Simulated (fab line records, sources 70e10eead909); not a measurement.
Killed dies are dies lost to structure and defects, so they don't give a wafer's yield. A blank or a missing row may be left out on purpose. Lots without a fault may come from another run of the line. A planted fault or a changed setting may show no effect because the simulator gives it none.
Chamber matching | flow nand_harc | NHARC_A_SLIT_ETCH_24 on rie_diel-04: 4 sister chambers
The step etches the open film in CF4/CHF3, target depth 121 nm, time 60.5 s. 8 wafers are shown with their chamber, then 10 later ones without.

WAFERS WITH THEIR CHAMBER
wafer  | chamber | drypump_motor_current_A (A) | rf_vpp_V (V)
L080.2 | 2       | 6.5                         | 372.3
L080.5 | 1       | 5.2                         | 370.5
L083.1 | 2       | 6.4                         | 374.9
L083.2 | 1       | 5.2                         | 369.4
L087.5 | 0       | 5.4                         | 373.0
L087.6 | 3       | 5.2                         | 370.6
L089.1 | 0       | 5.4                         | 372.2
L089.2 | 3       | 5.1                         | 373.4

WAFERS WITHOUT THEIR CHAMBER
wafer  | drypump_motor_current_A (A) | rf_vpp_V (V)
L089.5 | 5.2                         | 368.9
L092.1 | 5.3                         | 370.5
L092.2 | 6.4                         | 373.0
L092.4 | 5.4                         | 374.2
L096.2 | 5.2                         | 372.4
L096.4 | 6.5                         | 373.3
L096.6 | 5.2                         | 369.3
L097.1 | 6.4                         | 373.6
L097.3 | 5.4                         | 373.8
L097.5 | 5.4                         | 374.4

WHICH CHAMBER EACH WENT THROUGH
wafer  | from the rows above          | in truth
L089.5 | can't be placed: 1 or 3      | 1
L092.1 | can't be placed: 1 or 0 or 3 | 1
L092.2 | 2                            | 2
L092.4 | 0                            | 0
L096.2 | can't be placed: 3 or 1      | 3
L096.4 | 2                            | 2
L096.6 | can't be placed: 1 or 3      | 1
L097.1 | 2                            | 2
L097.3 | 0                            | 0
L097.5 | 0                            | 0
Placed correctly: 6 of 10. Can't be placed from these rows: 4 (the true chamber is among the candidates in 4). Placed wrongly: 0.
How it was worked out, from the rows above alone: a wafer's distance from a chamber is the root of the sum, over the readings, of the square of ((its reading less the chamber's mean) divided by the reading's scatter). The wafer belongs to the nearest chamber; if the next one is less than 2 further off, it can't be placed. A chamber's mean is the mean of its shown wafers. The scatter: the root of (the sum of the squares of (reading less its chamber's mean) over the shown wafers, divided by (wafers less chambers)).
